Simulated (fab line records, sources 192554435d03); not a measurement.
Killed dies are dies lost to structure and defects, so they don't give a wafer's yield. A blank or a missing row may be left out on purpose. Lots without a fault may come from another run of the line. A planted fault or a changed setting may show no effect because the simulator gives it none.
Which tool did it? | flow n5_finfet | 22 lots, 66 wafers sampled, at 5 steps of a route of 1938

WHAT THE GAUGES READ, wafer by wafer
N5_BEOL_M14_CD_MEAS_28: target cd 284.4 nm.
lot  | measured     | on        | cd_nm (nm)
L074 | day 11 06:19 | cd_sem-02 | 286.2 283.9 285.6
L075 | day 12 01:14 | cd_sem-03 | 282.8 284.6 283.2
L076 | day 12 06:54 | cd_sem-02 | 283.5 283.9 283.9
L078 | day 13 02:14 | cd_sem-03 | 283.1 283.7 284.6
L079 | day 13 02:34 | cd_sem-02 | 284.9 283.7 282.6
L081 | day 13 15:41 | cd_sem-02 | 282.0 285.5 285.0
L080 | day 13 18:50 | cd_sem-03 | 286.4 284.7 284.5
L083 | day 13 22:01 | cd_sem-01 | 284.7 285.2 284.5
L084 | day 14 00:17 | cd_sem-01 | 286.4 285.2 285.3
L082 | day 14 07:10 | cd_sem-03 | 282.8 282.7 283.9
L086 | day 14 18:07 | cd_sem-02 | 286.1 285.1 283.5
L085 | day 14 20:23 | cd_sem-01 | 284.8 284.7 287.4
L088 | day 15 09:34 | cd_sem-03 | 282.4 281.5 283.4
L087 | day 15 14:21 | cd_sem-03 | 286.7 286.5 287.5
L089 | day 15 19:21 | cd_sem-01 | 284.8 286.7 284.2
L090 | day 16 01:54 | cd_sem-03 | 283.4 283.3 284.8
L091 | day 16 02:35 | cd_sem-01 | 284.8 284.4 285.6
L093 | day 17 02:16 | cd_sem-03 | 283.2 284.8 285.6
L095 | day 17 05:51 | cd_sem-03 | 284.6 284.0 283.7
L094 | day 17 08:56 | cd_sem-03 | 284.0 284.4 284.3
L096 | day 17 15:19 | cd_sem-01 | 284.3 284.1 285.5
L097 | day 18 09:37 | cd_sem-03 | 286.3 287.5 285.7

N5_BEOL_M15_OVL_MEAS_29.
lot  | measured     | on         | M15_OVL (nm)
L074 | day 11 11:10 | overlay-01 | -7 -7 -6
L075 | day 12 08:00 | overlay-01 | -6 -5 -7
L076 | day 12 12:02 | overlay-02 | -3 7 -1
L078 | day 13 08:08 | overlay-02 | 2 21 7
L079 | day 13 08:37 | overlay-01 | 1 6 9
L081 | day 14 01:22 | overlay-01 | -2 2 10
L080 | day 14 02:16 | overlay-02 | -5 -1 4
L083 | day 14 04:19 | overlay-02 | 1 -3 2
L084 | day 14 04:45 | overlay-02 | -1 -4 0
L082 | day 14 12:56 | overlay-01 | -1 -1 1
L086 | day 14 23:38 | overlay-02 | 11 8 6
L085 | day 15 02:13 | overlay-02 | -9 -10 -5
L088 | day 15 16:03 | overlay-01 | -1 -1 8
L087 | day 15 20:50 | overlay-01 | -8 -4 4
L089 | day 16 02:15 | overlay-01 | -5 -4 -3
L090 | day 16 07:55 | overlay-01 | 1 -6 2
L091 | day 16 08:31 | overlay-01 | 7 2 5
L093 | day 17 09:08 | overlay-02 | 1 -3 -4
L095 | day 17 14:52 | overlay-01 | 8 5 5
L094 | day 17 15:14 | overlay-02 | 3 -2 -1
L096 | day 18 02:19 | overlay-02 | 2 -2 6
L097 | day 18 15:43 | overlay-02 | 9 16 13

WHICH TOOL RAN EACH LOT (tool, then ch and the chambers of the sampled wafers, then the start)
lot  | N5_BEOL_M14_ETCH_38                           | N5_BEOL_M15_ETCH_59                | N5_BEOL_M15_ETCH_57
L074 | rie_diel-05 ch 0,3, day 11 09:39 or earlier   | rie_diel-01 ch 1,2, day 11 09:39   | rie_diel-01 ch 0,1, day 11 10:13
L075 | rie_diel-05 ch 1,3, day 12 06:31 or earlier   | rie_diel-04 ch 1,2,3, day 12 06:31 | rie_diel-01 ch 1,2,3, day 12 07:04
L076 | rie_diel-05 ch 1,2, day 12 10:32 or earlier   | rie_diel-02 ch 1,2,3, day 12 10:32 | rie_diel-02 ch 1,2,3, day 12 11:06
L078 | rie_diel-05 ch 0,1,3, day 13 06:43 or earlier | rie_diel-04 ch 0,1,2, day 13 06:43 | rie_diel-01 ch 1,2,3, day 13 07:20
L079 | rie_diel-03 ch 1,2, day 13 06:54 or earlier   | rie_diel-02 ch 1,2,3, day 13 06:54 | rie_diel-01 ch 2,3, day 13 07:49
L081 | rie_diel-05 ch 1,2,3, day 13 23:53 or earlier | rie_diel-01 ch 1,2,3, day 13 23:53 | rie_diel-04 ch 1,3, day 14 00:34
L080 | rie_diel-06 ch 0,2,3, day 14 00:47 or earlier | rie_diel-02 ch 1,2,3, day 14 00:47 | rie_diel-04 ch 1,2,3, day 14 01:20
L083 | rie_diel-06 ch 0,1,3, day 14 02:53 or earlier | rie_diel-01 ch 0,1,3, day 14 02:53 | rie_diel-04 ch 0,2,3, day 14 03:31
L084 | rie_diel-06 ch 0,2, day 14 03:23 or earlier   | rie_diel-02 ch 1,2, day 14 03:23   | rie_diel-01 ch 2,3, day 14 03:57
L082 | rie_diel-06 ch 0,1, day 14 11:34 or earlier   | rie_diel-04 ch 0,3, day 14 11:34   | rie_diel-01 ch 2,3, day 14 12:08
L086 | rie_diel-03 ch 0,1,3, day 14 21:39 or earlier | rie_diel-02 ch 0,1,2, day 14 21:39 | rie_diel-04 ch 1,2,3, day 14 22:42
L085 | rie_diel-05 ch 0,2, day 15 00:43 or earlier   | rie_diel-02 ch 0,1,2, day 15 00:43 | rie_diel-02 ch 0,1,2, day 15 01:17
L088 | rie_diel-06 ch 1,2, day 15 14:33 or earlier   | rie_diel-04 ch 2,3, day 15 14:33   | rie_diel-04 ch 0,2, day 15 15:07
L087 | rie_diel-03 ch 0,1,3, day 15 19:16 or earlier | rie_diel-02 ch 0,1,2, day 15 19:16 | rie_diel-01 ch 0,3, day 15 19:55
L089 | rie_diel-03 ch 2,3, day 16 00:53 or earlier   | rie_diel-04 ch 0,2,3, day 16 00:53 | rie_diel-04 ch 1,2,3, day 16 01:27
L090 | rie_diel-06 ch 2,3, day 16 06:32 or earlier   | rie_diel-02 ch 0,1, day 16 06:32   | rie_diel-04 ch 0,1, day 16 07:07
L091 | rie_diel-05 ch 2,3, day 16 06:50 or earlier   | rie_diel-01 ch 0,1,2, day 16 06:50 | rie_diel-04 ch 0,2,3, day 16 07:35
L093 | rie_diel-03 ch 0,1,3, day 17 07:38 or earlier | rie_diel-02 ch 0,1,3, day 17 07:38 | rie_diel-01 ch 2,3, day 17 08:12
L095 | rie_diel-06 ch 0,1,3, day 17 13:20 or earlier | rie_diel-02 ch 2,3, day 17 13:20   | rie_diel-01 ch 0,1, day 17 13:56
L094 | rie_diel-06 ch 1,2, day 17 13:42 or earlier   | rie_diel-04 ch 1,3, day 17 13:42   | rie_diel-02 ch 0,1,2, day 17 14:18
L096 | rie_diel-03 ch 0,3, day 18 00:49 or earlier   | rie_diel-04 ch 1,2,3, day 18 00:49 | rie_diel-02 ch 0,2,3, day 18 01:22
L097 | rie_diel-06 ch 1,2, day 18 14:08 or earlier   | rie_diel-01 ch 0,3, day 18 14:08   | rie_diel-04 ch 0,1,2, day 18 14:48
- N5_BEOL_M14_ETCH_38: etches SiCN in CF4/N2, target depth 106.5 nm, time 120.6 s.
- N5_BEOL_M15_ETCH_59: etches BARC in N2/H2, target depth 89 nm, overetch 26.7 nm, time 67.9 s.
- N5_BEOL_M15_ETCH_57: etches SOC in N2/H2, time 750 s.

WHAT THE TOOLS THEMSELVES READ (means of the sampled wafers that have a number; where no wafer has one, the mark that the record gives instead)
N5_BEOL_M14_ETCH_38.
lot  | tool        | drypump_motor_current_A (A) | oes_product_au (a.u.) | rf_fwd_power_W (W) | rf_vpp_V (V) | showerhead_plenum_p_Torr (Torr) | throttle_valve_pct (%)
L074 | rie_diel-05 | 5.6                         | 0.85                  | 428.4              | 383.4        | 2.26                            | 15.38
L075 | rie_diel-05 | 5.9                         | 0.76                  | 429.0              | 381.1        | 2.18                            | 15.22
L076 | rie_diel-05 | 5.6                         | 0.83                  | 428.6              | 383.4        | 2.26                            | 15.24
L078 | rie_diel-05 | 5.7                         | 0.86                  | 429.1              | 383.1        | 2.26                            | 15.30
L079 | rie_diel-03 | 6.0                         | 0.81                  | 428.0              | 382.2        | 2.17                            | 15.69
L081 | rie_diel-05 | 5.7                         | 0.81                  | 428.4              | 383.0        | 2.25                            | 15.23
L080 | rie_diel-06 | 6.2                         | 0.84                  | 428.4              | 380.2        | 2.14                            | 15.31
L083 | rie_diel-06 | 5.9                         | 0.81                  | 429.3              | 382.5        | 2.20                            | 15.32
L084 | rie_diel-06 | 6.1                         | 0.85                  | 428.3              | 380.7        | 2.14                            | 15.31
L082 | rie_diel-06 | 5.5                         | 0.80                  | 428.8              | 383.4        | 2.25                            | 15.35
L086 | rie_diel-03 | 5.8                         | 0.84                  | 427.6              | 383.3        | 2.23                            | 15.48
L085 | rie_diel-05 | 5.4                         | 0.89                  | 428.5              | 385.2        | 2.34                            | 15.35
L088 | rie_diel-06 | 6.0                         | 0.86                  | 428.4              | 383.0        | 2.20                            | 15.29
L087 | rie_diel-03 | 5.9                         | 0.83                  | 427.2              | 382.7        | 2.23                            | 15.49
L089 | rie_diel-03 | 6.1                         | 0.72                  | 427.4              | 382.6        | 2.20                            | 15.81
L090 | rie_diel-06 | 6.4                         | 0.83                  | 428.3              | 380.5        | 2.15                            | 15.30
L091 | rie_diel-05 | 5.5                         | 0.85                  | 429.7              | 385.9        | 2.32                            | 15.25
L093 | rie_diel-03 | 5.9                         | 0.81                  | 428.9              | 382.7        | 2.23                            | 15.52
L095 | rie_diel-06 | 5.8                         | 0.79                  | 428.0              | 382.0        | 2.19                            | 15.38
L094 | rie_diel-06 | 5.7                         | 0.81                  | 427.6              | 383.8        | 2.25                            | 15.35
L096 | rie_diel-03 | 6.0                         | 0.77                  | 429.8              | 383.0        | 2.24                            | 15.57
L097 | rie_diel-06 | 5.6                         | 0.81                  | 428.7              | 383.7        | 2.25                            | 15.37

N5_BEOL_M15_ETCH_59.
lot  | tool        | drypump_motor_current_A (A) | oes_product_au (a.u.) | rf_fwd_power_W (W) | rf_vpp_V (V) | showerhead_plenum_p_Torr (Torr) | throttle_valve_pct (%)
L074 | rie_diel-01 | 5.5                         | 0.67                  | 832                | 522.3        | 2.49                            | 17.74
L075 | rie_diel-04 | 5.3                         | 0.71                  | 831                | 525.1        | 2.60                            | 17.79
L076 | rie_diel-02 | 5.9                         | 0.66                  | 831                | 524.9        | 2.57                            | 17.89
L078 | rie_diel-04 | 5.2                         | 0.65                  | 829                | 524.7        | 2.57                            | 17.95
L079 | rie_diel-02 | 5.9                         | 0.65                  | 829                | 524.4        | 2.57                            | 17.90
L081 | rie_diel-01 | 5.5                         | 0.68                  | 834                | 522.2        | 2.48                            | 17.80
L080 | rie_diel-02 | 5.9                         | 0.65                  | 831                | 525.1        | 2.57                            | 17.91
L083 | rie_diel-01 | 5.7                         | 0.67                  | 834                | 523.1        | 2.51                            | 17.83
L084 | rie_diel-02 | 5.9                         | 0.66                  | 834                | 522.9        | 2.51                            | 17.92
L082 | rie_diel-04 | 5.0                         | 0.65                  | 836                | 526.1        | 2.65                            | 17.82
L086 | rie_diel-02 | 5.8                         | 0.71                  | 833                | 524.3        | 2.56                            | 17.79
L085 | rie_diel-02 | 5.8                         | 0.71                  | 835                | 524.5        | 2.56                            | 17.80
L088 | rie_diel-04 | 5.3                         | 0.66                  | 832                | 527.4        | 2.65                            | 17.77
L087 | rie_diel-02 | 5.8                         | 0.71                  | 832                | 524.8        | 2.56                            | 17.81
L089 | rie_diel-04 | 5.2                         | 0.65                  | 834                | 526.4        | 2.65                            | 17.83
L090 | rie_diel-02 | 5.8                         | 0.75                  | 835                | 526.5        | 2.62                            | 17.68
L091 | rie_diel-01 | 5.7                         | 0.71                  | 833                | 522.1        | 2.50                            | 17.65
L093 | rie_diel-02 | 5.8                         | 0.75                  | 834                | 527.1        | 2.62                            | 17.66
L095 | rie_diel-02 | 6.0                         | 0.65                  | 830                | 522.1        | 2.47                            | 17.95
L094 | rie_diel-04 | 5.2                         | 0.70                  | 834                | 525.4        | 2.61                            | 17.73
L096 | rie_diel-04 | 5.3                         | 0.66                  | 830                | 523.7        | 2.58                            | 17.86
L097 | rie_diel-01 | 5.5                         | 0.68                  | 832                | 523.0        | 2.49                            | 17.60

N5_BEOL_M15_ETCH_57.
lot  | tool        | drypump_motor_current_A (A) | oes_product_au (a.u.) | rf_fwd_power_W (W) | rf_vpp_V (V) | showerhead_plenum_p_Torr (Torr) | throttle_valve_pct (%)
L074 | rie_diel-01 | 5.8                         | 0.74                  | 3004               | 524.3        | 2.53                            | 17.97
L075 | rie_diel-01 | 5.5                         | 0.81                  | 2993               | 521.9        | 2.49                            | 17.67
L076 | rie_diel-02 | 5.9                         | 0.77                  | 2998               | 524.1        | 2.57                            | 17.78
L078 | rie_diel-01 | 5.5                         | 0.81                  | 2999               | 521.4        | 2.49                            | 17.69
L079 | rie_diel-01 | 5.4                         | 0.85                  | 2992               | 522.5        | 2.48                            | 17.36
L081 | rie_diel-04 | 5.2                         | 0.86                  | 3003               | 525.8        | 2.62                            | 17.57
L080 | rie_diel-04 | 5.3                         | 0.81                  | 2994               | 524.8        | 2.60                            | 17.70
L083 | rie_diel-04 | 5.2                         | 0.76                  | 3002               | 527.5        | 2.66                            | 17.67
L084 | rie_diel-01 | 5.3                         | 0.86                  | 3000               | 521.6        | 2.48                            | 17.42
L082 | rie_diel-01 | 5.3                         | 0.85                  | 3002               | 522.3        | 2.48                            | 17.41
L086 | rie_diel-04 | 5.3                         | 0.80                  | 2990               | 525.1        | 2.59                            | 17.70
L085 | rie_diel-02 | 5.8                         | 0.84                  | 3004               | 525.3        | 2.56                            | 17.69
L088 | rie_diel-04 | 5.3                         | 0.72                  | 2989               | 525.5        | 2.63                            | 17.83
L087 | rie_diel-01 | 5.7                         | 0.80                  | 2995               | 524.6        | 2.53                            | 17.45
L089 | rie_diel-04 | 5.3                         | 0.80                  | 2995               | 525.7        | 2.59                            | 17.72
L090 | rie_diel-04 | 5.0                         | 0.73                  | 3001               | 523.7        | 2.56                            | 17.89
L091 | rie_diel-04 | 5.2                         | 0.75                  | 3002               | 526.2        | 2.65                            | 17.72
L093 | rie_diel-01 | 5.3                         | 0.83                  | 3001               | 522.4        | 2.47                            | 17.45
L095 | rie_diel-01 | 5.9                         | 0.81                  | 2991               | 522.8        | 2.53                            | 17.59
L094 | rie_diel-02 | 5.8                         | 0.81                  | 3000               | 524.9        | 2.56                            | 17.73
L096 | rie_diel-02 | 5.9                         | 0.83                  | 2995               | 523.3        | 2.53                            | 17.71
L097 | rie_diel-04 | 5.2                         | 0.80                  | 2996               | 525.0        | 2.56                            | 17.76

THE ANSWER, worked out from the rows above alone
Rule: what is usual is taken from the lots themselves. Put in order of their means at a reading, lots are off if they are a third of the lots or fewer, leave a main group of 4 or more, and stand apart from it by a gap of 3 or more times the standard deviation of the main group's means; of several such gaps the widest counts. A main group whose means are all the same, to the digits that the tables above print for the reading, isn't used. A lot without any number at a reading at which 4 lots or more have one is off too. The other lots that the step has rows for count as sound. The gauges are gone through in route order, then the tools' own readings, and for those a lot's mean is taken as printed above. The first step at which some lot is off is used, and at that step the reading that is off furthest; a lot without a number counts as furthest.
No lot is off at any reading shown: from this, nothing can be told.

WHAT THE SIMULATOR HAD PUT IN
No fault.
